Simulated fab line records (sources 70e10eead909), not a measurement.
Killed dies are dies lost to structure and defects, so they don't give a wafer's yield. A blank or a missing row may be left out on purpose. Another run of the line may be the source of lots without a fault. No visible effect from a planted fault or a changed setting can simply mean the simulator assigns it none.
Chamber matching / flow nand_harc / rie_diel-09 running NHARC_A_M0_DESCUM_14: 4 sister chambers
The step chemistry O2, time 3 s. 20 wafers are shown with their chamber, then 10 later ones without.

WAFERS WITH THEIR CHAMBER
wafer=L075.2; chamber=0; drypump_motor_current_A (A)=5.9; oes_product_au (a.u.)=0.986; throttle_valve_pct (%)=11.308
wafer=L075.4; chamber=2; drypump_motor_current_A (A)=6.3; oes_product_au (a.u.)=0.990; throttle_valve_pct (%)=11.314
wafer=L075.5; chamber=3; drypump_motor_current_A (A)=5.9; oes_product_au (a.u.)=1.028; throttle_valve_pct (%)=11.310
wafer=L079.4; chamber=1; drypump_motor_current_A (A)=6.7; oes_product_au (a.u.)=0.996; throttle_valve_pct (%)=11.307
wafer=L079.5; chamber=2; drypump_motor_current_A (A)=6.3; oes_product_au (a.u.)=0.985; throttle_valve_pct (%)=11.314
wafer=L079.6; chamber=3; drypump_motor_current_A (A)=6.0; oes_product_au (a.u.)=1.027; throttle_valve_pct (%)=11.320
wafer=L085.1; chamber=2; drypump_motor_current_A (A)=6.3; oes_product_au (a.u.)=0.987; throttle_valve_pct (%)=11.289
wafer=L085.2; chamber=1; drypump_motor_current_A (A)=6.7; oes_product_au (a.u.)=0.993; throttle_valve_pct (%)=11.310
wafer=L085.6; chamber=3; drypump_motor_current_A (A)=5.9; oes_product_au (a.u.)=0.998; throttle_valve_pct (%)=11.323
wafer=L089.1; chamber=2; drypump_motor_current_A (A)=6.3; oes_product_au (a.u.)=1.001; throttle_valve_pct (%)=11.314
wafer=L089.2; chamber=1; drypump_motor_current_A (A)=6.7; oes_product_au (a.u.)=0.999; throttle_valve_pct (%)=11.309
wafer=L089.5; chamber=3; drypump_motor_current_A (A)=5.9; oes_product_au (a.u.)=1.020; throttle_valve_pct (%)=11.323
wafer=L091.1; chamber=3; drypump_motor_current_A (A)=6.0; oes_product_au (a.u.)=1.018; throttle_valve_pct (%)=11.319
wafer=L091.2; chamber=2; drypump_motor_current_A (A)=6.3; oes_product_au (a.u.)=1.025; throttle_valve_pct (%)=11.313
wafer=L091.6; chamber=3; drypump_motor_current_A (A)=5.9; oes_product_au (a.u.)=1.019; throttle_valve_pct (%)=11.318
wafer=L092.1; chamber=0; drypump_motor_current_A (A)=5.9; oes_product_au (a.u.)=0.993; throttle_valve_pct (%)=11.291
wafer=L092.3; chamber=1; drypump_motor_current_A (A)=6.7; oes_product_au (a.u.)=1.005; throttle_valve_pct (%)=11.302
wafer=L092.5; chamber=2; drypump_motor_current_A (A)=6.3; oes_product_au (a.u.)=1.002; throttle_valve_pct (%)=11.314
wafer=L093.3; chamber=3; drypump_motor_current_A (A)=5.9; oes_product_au (a.u.)=1.017; throttle_valve_pct (%)=11.329
wafer=L093.5; chamber=3; drypump_motor_current_A (A)=5.9; oes_product_au (a.u.)=1.012; throttle_valve_pct (%)=11.294

SIGNATURES, as means of the wafers listed above
reading=drypump_motor_current_A; chamber 0=5.900; chamber 1=6.700; chamber 2=6.300; chamber 3=5.925; scatter within a chamber=0.0306
reading=oes_product_au; chamber 0=0.98950; chamber 1=0.99825; chamber 2=0.99833; chamber 3=1.01737; scatter within a chamber=0.0107
reading=throttle_valve_pct; chamber 0=11.29950; chamber 1=11.30700; chamber 2=11.30967; chamber 3=11.31700; scatter within a chamber=0.00969
Rule: for a wafer and a chamber, the distance is found by dividing, reading by reading, the gap between the wafer's reading and the chamber's mean by the reading's scatter, squaring, summing and taking the root. If the next closest chamber is less than 2 further off than the closest, the wafer can't be placed; otherwise it belongs to the closest. How the scatter is found: for the shown wafers, subtract from each reading the mean of its chamber, square and add these, divide the total by (wafers less chambers), then take the root.

WAFERS MISSING THEIR CHAMBER
wafer=L093.6; drypump_motor_current_A (A)=6.3; oes_product_au (a.u.)=1.015; throttle_valve_pct (%)=11.319
wafer=L094.2; drypump_motor_current_A (A)=6.7; oes_product_au (a.u.)=0.998; throttle_valve_pct (%)=11.306
wafer=L094.3; drypump_motor_current_A (A)=6.3; oes_product_au (a.u.)=1.003; throttle_valve_pct (%)=11.316
wafer=L094.4; drypump_motor_current_A (A)=5.9; oes_product_au (a.u.)=0.994; throttle_valve_pct (%)=11.304
wafer=L095.2; drypump_motor_current_A (A)=6.0; oes_product_au (a.u.)=1.019; throttle_valve_pct (%)=11.326
wafer=L095.4; drypump_motor_current_A (A)=6.3; oes_product_au (a.u.)=1.012; throttle_valve_pct (%)=11.327
wafer=L095.5; drypump_motor_current_A (A)=5.9; oes_product_au (a.u.)=0.999; throttle_valve_pct (%)=11.300
wafer=L097.3; drypump_motor_current_A (A)=5.9; oes_product_au (a.u.)=0.982; throttle_valve_pct (%)=11.318
wafer=L097.4; drypump_motor_current_A (A)=5.9; oes_product_au (a.u.)=1.011; throttle_valve_pct (%)=11.304
wafer=L097.6; drypump_motor_current_A (A)=6.3; oes_product_au (a.u.)=1.004; throttle_valve_pct (%)=11.307

EACH ONE'S CHAMBER
wafer=L093.6; from the rows above=2; in truth=2
wafer=L094.2; from the rows above=1; in truth=1
wafer=L094.3; from the rows above=2; in truth=2
wafer=L094.4; from the rows above=0; in truth=0
wafer=L095.2; from the rows above=3; in truth=3
wafer=L095.4; from the rows above=2; in truth=2
wafer=L095.5; from the rows above=can't be placed: 0 or 3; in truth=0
wafer=L097.3; from the rows above=can't be placed: 0 or 3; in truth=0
wafer=L097.4; from the rows above=can't be placed: 3 or 0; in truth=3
wafer=L097.6; from the rows above=2; in truth=2
Correctly placed: 7 of 10. From these rows, 3 cannot be placed; in 3 the true chamber is one of the candidates. Number placed wrongly: 0.
